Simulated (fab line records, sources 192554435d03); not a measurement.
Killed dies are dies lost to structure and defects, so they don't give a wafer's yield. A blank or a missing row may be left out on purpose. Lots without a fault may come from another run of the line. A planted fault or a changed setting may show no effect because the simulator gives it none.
fab line records | flow n5_finfet | part 2 of 2: steps 22 to 35 of 35
record lots=5 wafers=15 last_day=18
route steps=1938 shown BEOL_M15@1830 PASS1_DEP@1831 MIM_BOT@1832 MIM_TOP@1834 MIM_TOP_LITHO@1839 MIM_TOP_ETCH@1851 MIM_BOT_LITHO@1854
lots that met no fault: from a run of the same line without faults
start_h: hours from the record's first day to the start of the lot's first wafer shown | wait_h: hours since the lot's step before | " the same as in the row above | L1.1+2: a row that stands for several wafers | - no value, or no start given | * or withheld: withheld | < > ~ a bound
route shown NAME@n: a module of which the file shows steps, and the number in the route of the first | usual: mean/standard deviation of fault-free wafers | same: alike in all rows | chamber/n: place in a boat | sites: the reading at each site | _std_site: their standard deviation | _edge_site: outer sites' mean less inner sites' | radius_mm: how far each site lies from the wafer's centre | mask NAME#n: copy n | behind: the tool/chamber that last shaped the wafer | hold: why the lot was held/for how many hours/how that ended | device: the transistor (n, p or np) that didn't switch | end of line: the same wafers' tests at the end of the route | a step without rows: its recipe alone | killed: dies lost to structure and defects at the first sort, not the wafer's yield | map: a wafer's dies, x killed, . not, _ none there
set.NAME: the setting as run; set.NAME@STEP: as run at that earlier step | model.NAME: the simulator's own value behind a step, which no gauge read
lots at some steps of the route; a table a step, a row a wafer
services: from which hour (start_h, from the record's first day; less than 0 if before it) a tool's chamber was out of use, for how many hours, and why
## steps
# step N5_MIM_TOP_ETCH_ETCH_00
# recipe chemistry=Cl2/BCl3 target=TiN target_depth_a=385 ion_energy_ev=150 pressure_mtorr=10 icp_w=1000 bias_w=126 Cl2_flow_sccm=53.25 bcl3_flow_sccm=21.75 Ar_flow_sccm=25
# usual drypump_motor_current_A=5.9/0.41 oes_product_au=0.77/0.091 throttle_valve_pct=22.80/0.24
# columns lot.wafer tool chamber start_h wait_h drypump_motor_current_A oes_product_au rf_hours_counter_h throttle_valve_pct
L080.1 rie_metal-03 1 312.48 0.1 5.9 0.76 48 22.68
L080.3 " 1 " " 5.9 0.75 - 22.68
L080.6 " 1 " " 5.9 0.76 - 22.68
L085.1 rie_metal-01 1 338.99 0.1 6.1 0.63 107 23.36
L085.2 " 0 " " 5.7 0.82 31 22.49
L085.4 " 1 " " 6.1 0.63 - 23.37
L092.1 rie_metal-01 1 389.22 0.1 6.1 0.95 2 22.90
L092.2 " 0 " " 5.6 0.80 37 22.51
L092.5 " 0 " " 5.7 0.79 - 22.52
L094.2 rie_metal-01 0 401.65 0.1 5.7 0.79 38 22.50
L094.3 " 0 " " 5.7 0.80 - 22.51
L094.4 " 1 " " 6.1 0.94 - 22.89
L096.2 rie_metal-02 0 413.26 0.2 5.6 0.72 - 22.99
L096.3 " 0 " " 5.6 0.72 - 22.99
L096.4 " 0 " " 5.6 0.72 - 23.00
# step N5_MIM_TOP_ETCH_STRIP_01
# recipe chemistry=O2 power_w=600 temp_c=60 pressure_mtorr=30 rf_frequency_hz=6e+07 bias_power_w=0 overash_fraction=0.5 o2_flow_sccm=225
# usual drypump_motor_current_A=5.6/0.38 oes_product_au=0.78/0.073 rf_vpp_V=3.7/1.5 showerhead_plenum_p_Torr=2.12/0.047 throttle_valve_pct=16.68/0.22
# columns lot.wafer tool chamber start_h wait_h drypump_motor_current_A oes_product_au rf_hours_counter_h rf_vpp_V showerhead_plenum_p_Torr throttle_valve_pct
L080.1 rie_diel-05 2 312.63 0.1 5.5 0.87 83 3.6 2.14 16.66
L080.3 " 0 " " 6.2 0.69 215 1.4 2.15 16.97
L080.6 " 3 " " 5.6 0.85 - 7.0 2.06 16.58
L085.1 rie_diel-05 3 339.13 0.1 5.6 0.82 65 2.9 2.05 16.61
L085.2 " 2 " " 5.5 0.83 89 2.5 2.14 16.72
L085.4 " 1 " " 5.6 0.72 203 4.0 2.10 16.78
L092.1 rie_diel-05 1 389.36 0.1 5.6 0.71 219 3.4 2.09 16.81
L092.2 " 3 " " 5.6 0.83 77 2.3 2.05 16.59
L092.5 " 1 " " 5.6 0.71 - 4.0 2.09 16.88
L094.2 rie_diel-02 1 401.79 0.1 4.9 0.85 61 4.0 2.11 16.37
L094.3 " 0 " " 5.4 0.86 63 4.1 2.21 16.33
L094.4 " 2 " " 5.6 0.71 226 4.3 2.09 16.68
L096.2 rie_diel-02 3 413.67 0.4 5.2 0.67 239 1.2 2.15 16.99
L096.3 " 0 " " 5.4 0.84 66 4.3 2.21 16.33
L096.4 " 2 " " 5.6 0.71 228 3.6 2.09 16.72
# step N5_MIM_TOP_ETCH_PECVD_03
# recipe material=SiNx target_thk_a=200 temp_c=400 precursor=SiH4/NH3/N2 pressure_torr=1.5 rf_w=300 time_s=17.6
# usual heater_power_w=765/64 showerhead_plenum_p_Torr=5.12/0.072 throttle_valve_pct=41/3.2
# columns lot.wafer tool chamber start_h wait_h heater_power_w showerhead_plenum_p_Torr throttle_valve_pct
L080.1 pecvd-01 1 312.70 - 837 5.06 47
L080.3 " 2 " " 650 5.26 40
L080.6 " 1 " " 827 5.07 47
L085.1 pecvd-04 2 339.19 - 780 5.11 37
L085.2 " 1 " " 861 5.11 39
L085.4 " 2 " " 760 5.09 37
L092.1 pecvd-04 0 389.42 - 909 5.12 42
L092.2 " 2 " " 643 5.10 37
L092.5 " 0 " " 915 5.13 42
L094.2 pecvd-02 1 401.85 - 719 5.11 37
L094.3 " 0 " " 796 5.16 41
L094.4 " 2 " " 675 5.15 40
L096.2 pecvd-04 1 413.73 - 812 5.09 34
L096.3 " 2 " " 706 5.11 37
L096.4 " 2 " " 720 5.11 37
# step N5_MIM_BOT_LITHO_HMDS_01
# recipe time_s=60 temp_c=120
# columns lot.wafer tool chamber start_h wait_h
L080.1+3+6 litho_track-03 0 312.77 0.0
L085.1+2+4 litho_track-01 0 339.28 0.1
L092.1+2+5 litho_track-01 0 389.52 0.1
L094.2+3+4 litho_track-03 0 401.92 0.0
L096.2+3+4 litho_track-04 0 413.80 0.0
# step N5_MIM_BOT_LITHO_COAT_02
# recipe spin_rpm=* resist_thk_nm=*
# columns lot.wafer tool chamber start_h wait_h
L080.1+3+6 litho_track-03 0 - -
L085.1+2+4 litho_track-01 0 - -
L092.1+2+5 litho_track-01 0 - -
L094.2+3+4 litho_track-03 0 - -
L096.2+3+4 litho_track-04 0 - -
# step N5_MIM_BOT_LITHO_EBR_04
# recipe solvent=PGMEA ebr_width_mm=1.5
# columns lot.wafer tool chamber start_h wait_h
L080.1+3+6 litho_track-03 0 - -
L085.1+2+4 litho_track-01 0 - -
L092.1+2+5 litho_track-01 0 - -
L094.2+3+4 litho_track-03 0 - -
L096.2+3+4 litho_track-04 0 - -
# step N5_MIM_BOT_LITHO_SOFTBAKE_03
# recipe temp_c=100 time_s=90
# columns lot.wafer tool chamber start_h wait_h
L080.1+3+6 litho_track-03 0 - -
L085.1+2+4 litho_track-01 0 - -
L092.1+2+5 litho_track-01 0 - -
L094.2+3+4 litho_track-03 0 - -
L096.2+3+4 litho_track-04 0 - -
# step N5_MIM_BOT_LITHO_EXPOSE_05
# recipe mask_id=MIM_BOT na=0.55 source_shape=conventional sigma_outer=0.8 polarization=unpolarized dose_mj=24.25
# columns lot.wafer tool chamber start_h wait_h mask
L080.1+3+6 krf_scanner-02 0 312.88 - MIM_BOT#0
L085.1+2+4 krf_scanner-01 0 339.39 - MIM_BOT#0
L092.1+2+5 krf_scanner-01 0 389.63 - MIM_BOT#0
L094.2+3+4 krf_scanner-01 0 402.04 - MIM_BOT#0
L096.2+3+4 krf_scanner-01 0 413.92 - MIM_BOT#0
# step N5_MIM_BOT_LITHO_PEB_06
# recipe peb_temp_c=withheld peb_time_s=*
# columns lot.wafer tool chamber start_h wait_h
L080.1+3+6 litho_track-04 0 312.93 0.1
L085.1+2+4 litho_track-01 0 339.45 0.1
L092.1+2+5 litho_track-04 0 389.68 0.1
L094.2+3+4 litho_track-03 0 402.09 0.0
L096.2+3+4 litho_track-03 0 413.97 0.0
# step N5_MIM_BOT_LITHO_DEVELOP_07
# recipe develop_time_s=60 rinse_liquid=diw dry=air_spin dev_temp_c=21
# columns lot.wafer tool chamber start_h wait_h
L080.1+3+6 litho_track-04 0 - -
L085.1+2+4 litho_track-01 0 - -
L092.1+2+5 litho_track-04 0 - -
L094.2+3+4 litho_track-03 0 - -
L096.2+3+4 litho_track-03 0 - -
# step N5_MIM_BOT_LITHO_HARDBAKE_09
# recipe temp_c=130 time_s=120
# columns lot.wafer tool chamber start_h wait_h
L080.1+3+6 litho_track-04 0 - -
L085.1+2+4 litho_track-01 0 - -
L092.1+2+5 litho_track-04 0 - -
L094.2+3+4 litho_track-03 0 - -
L096.2+3+4 litho_track-03 0 - -
# step N5_MIM_BOT_LITHO_CD_MEAS_08
# recipe target_cd_nm=3000 landing_energy_ev=500 detector=se_inlens polarity=opening
# usual cd_nm=2999.4/2.3
# columns lot.wafer tool chamber start_h wait_h cd_nm
L080.1 cd_sem-01 0 313.05 - 3003.4
L080.3 " 0 " " 3005.8
L080.6 " 0 " " 3002.4
L085.1 cd_sem-03 0 339.57 - 3000.0
L085.2 " 0 " " 3002.0
L085.4 " 0 " " 3001.6
L092.1 cd_sem-03 0 389.80 - 2999.7
L092.2 " 0 " " 3000.7
L092.5 " 0 " " 3002.5
L094.2 cd_sem-03 0 402.21 - 3000.7
L094.3 " 0 " " 3002.0
L094.4 " 0 " " 3001.5
L096.2 cd_sem-01 0 414.09 - 2999.3
L096.3 " 0 " " 2997.4
L096.4 " 0 " " 2999.2
# step N5_MIM_BOT_LITHO_OVL_MEAS_11
# recipe points_per_wafer=44
# usual MIM_BOT_OVL=0/6.5
# columns lot.wafer tool chamber start_h wait_h MIM_BOT_OVL[nm]
L080.1 overlay-02 0 313.08 0.0 3
L080.3 " 0 " " -2
L080.6 " 0 " " 15
L085.1 overlay-02 0 339.60 0.0 -11
L085.2 " 0 " " -7
L085.4 " 0 " " -12
L092.1 overlay-01 0 389.83 0.0 -6
L092.2 " 0 " " -15
L092.5 " 0 " " -12
L094.2 overlay-02 0 402.24 0.0 2
L094.3 " 0 " " 4
L094.4 " 0 " " 1
L096.2 overlay-02 0 414.12 0.0 -8
L096.3 " 0 " " 0
L096.4 " 0 " " 1
# step N5_MIM_BOT_LITHO_INSPECT_12
# recipe mode=adi inspect_instrument=macro
# usual raw_defect_count=2.1/1.4
# columns lot.wafer tool chamber start_h wait_h raw_defect_count
L080.1 defect_inspect-01 - 313.11 0.0 3
L080.3 " - " " 4
L080.6 " - " " 0
L085.1 defect_inspect-01 - 339.62 0.0 3
L085.2 " - " " 1
L085.4 " - " " 1
L092.1 defect_inspect-02 - 389.86 0.0 2
L092.2 " - " " 1
L092.5 " - " " 5
L094.2 defect_inspect-02 - 402.26 0.0 7
L094.3 " - " " 1
L094.4 " - " " 0
L096.2 defect_inspect-01 - 414.14 0.0 1
L096.3 " - " " 1
L096.4 " - " " 5
## services
# columns tool chamber start_h hours kind
rie_diel-01 0 287.50 1.8 repair
pecvd-04 2 289.93 9.3 repair
pecvd-02 - 292.26 5.5 pm
pecvd-03 - 298.20 0.8 repair
rie_diel-02 - 300.28 4.0 repair
rie_diel-03 0 303.24 7.5 repair
krf_scanner-02 - 305.04 1.0 pm
rie_diel-06 2 309.91 2.8 repair
rie_metal-03 - 310.55 1.4 pm
krf_scanner-02 - 320.32 1.3 pm
rie_diel-03 1 321.25 4.6 repair
rie_diel-02 0 322.58 9.6 repair
ald_hk-02 - 324.86 6.0 pm
pvd_sputter-03 - 332.92 11.1 repair
rie_diel-02 - 337.47 0.7 repair
pvd_sputter-02 - 346.78 6.9 repair
rie_diel-05 3 351.34 12.4 repair
pecvd-01 2 352.90 6.9 repair
rie_diel-01 - 373.96 1.1 repair
rie_diel-01 1 378.85 1.3 repair
pecvd-04 2 378.94 4.4 repair
krf_scanner-02 - 393.03 2.0 repair
ald_hk-02 - 407.48 2.8 pm
krf_scanner-01 - 411.28 0.8 pm
